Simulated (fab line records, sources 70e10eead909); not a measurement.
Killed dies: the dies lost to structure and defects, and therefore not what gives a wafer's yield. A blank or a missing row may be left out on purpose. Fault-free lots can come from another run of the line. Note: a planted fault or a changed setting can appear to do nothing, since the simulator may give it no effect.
What tool caused it? :: flow nandHarc :: 6 lots with 18 wafers sampled at 4 steps, on a route of 1159 steps

WHAT EACH GAUGE READ, for each wafer
NHARC_END_SORT_01.
lot: L937
measured: day 20 01:26
on: prober-02
killedShort: 3 1 3

lot: L949
measured: day 23 02:41
on: prober-01
killedShort: 1 3 1

lot: L948
measured: day 22 13:10
on: prober-02
killedShort: 5 2 0

lot: L956
measured: day 23 21:01
on: prober-02
killedShort: 2 0 1

WHICH TOOL RAN EACH LOT (tool, then ch and the chambers of the sampled wafers, then the start)
lot: L937
NHARC_P_BONDPAD_ETCH_12: rieDiel-04 ch 1,2,3, day 6 20:44
NHARC_THIN_TSV_PVD_51: pvdSputter-01, day 19 05:12 or earlier
NHARC_THIN_TSV_CMP_21: cmp-01 ch 0,2,3, day 19 05:12

lot: L941
NHARC_P_BONDPAD_ETCH_12: rieDiel-11 ch 0,1, day 7 06:39
NHARC_THIN_TSV_PVD_51: pvdSputter-02, day 19 04:35 or earlier
NHARC_THIN_TSV_CMP_21: cmp-02 ch 1,3, day 19 04:35

lot: L949
NHARC_P_BONDPAD_ETCH_12: rieDiel-04 ch 0,2,3, day 9 13:44
NHARC_THIN_TSV_PVD_51: pvdSputter-03, day 22 15:55 or earlier
NHARC_THIN_TSV_CMP_21: cmp-04 ch 0,2,3, day 22 15:55

lot: L948
NHARC_P_BONDPAD_ETCH_12: rieDiel-04 ch 1,2, day 9 16:52
NHARC_THIN_TSV_PVD_51: pvdSputter-01, day 22 00:25 or earlier
NHARC_THIN_TSV_CMP_21: cmp-01 ch 1,2,3, day 22 00:25

lot: L956
NHARC_P_BONDPAD_ETCH_12: rieDiel-11 ch 0,1, day 11 01:46
NHARC_THIN_TSV_PVD_51: pvdSputter-03, day 23 10:31 or earlier
NHARC_THIN_TSV_CMP_21: cmp-04 ch 1,3, day 23 10:31

lot: L960
NHARC_P_BONDPAD_ETCH_12: rieDiel-11 ch 0,1,3, day 11 23:50
NHARC_THIN_TSV_PVD_51: pvdSputter-01, day 24 13:17 or earlier
NHARC_THIN_TSV_CMP_21: cmp-02 ch 0,1,2, day 24 13:17
- NHARC_P_BONDPAD_ETCH_12: etches the open film in CHF3/O2, target depth 200 nm, time 100 s.
- NHARC_THIN_TSV_PVD_51: deposits Cu, target thk 100 nm.
- NHARC_THIN_TSV_CMP_21: polishes, t overpolish 30 s, target thk 2000 nm.

THE ANSWER, worked out from the rows above alone
Rule: what is usual is taken from the lots themselves. The widest of any qualifying gaps counts: lots, ordered by their means at a reading, are off when they make up no more than a third of the lots, leave a main group of 4 or more, and stand apart from it by 3 or more times the standard deviation of that group's means. A main group whose means are all the same, to the digits that the tables above print for the reading, isn't used. Also off: a lot with no number at a reading for which 4 or more lots have one. The other lots that the step has rows for count as sound.
No lot is off on any of the readings shown, so nothing can be concluded from this.

WHAT THE SIMULATOR HAD INSERTED
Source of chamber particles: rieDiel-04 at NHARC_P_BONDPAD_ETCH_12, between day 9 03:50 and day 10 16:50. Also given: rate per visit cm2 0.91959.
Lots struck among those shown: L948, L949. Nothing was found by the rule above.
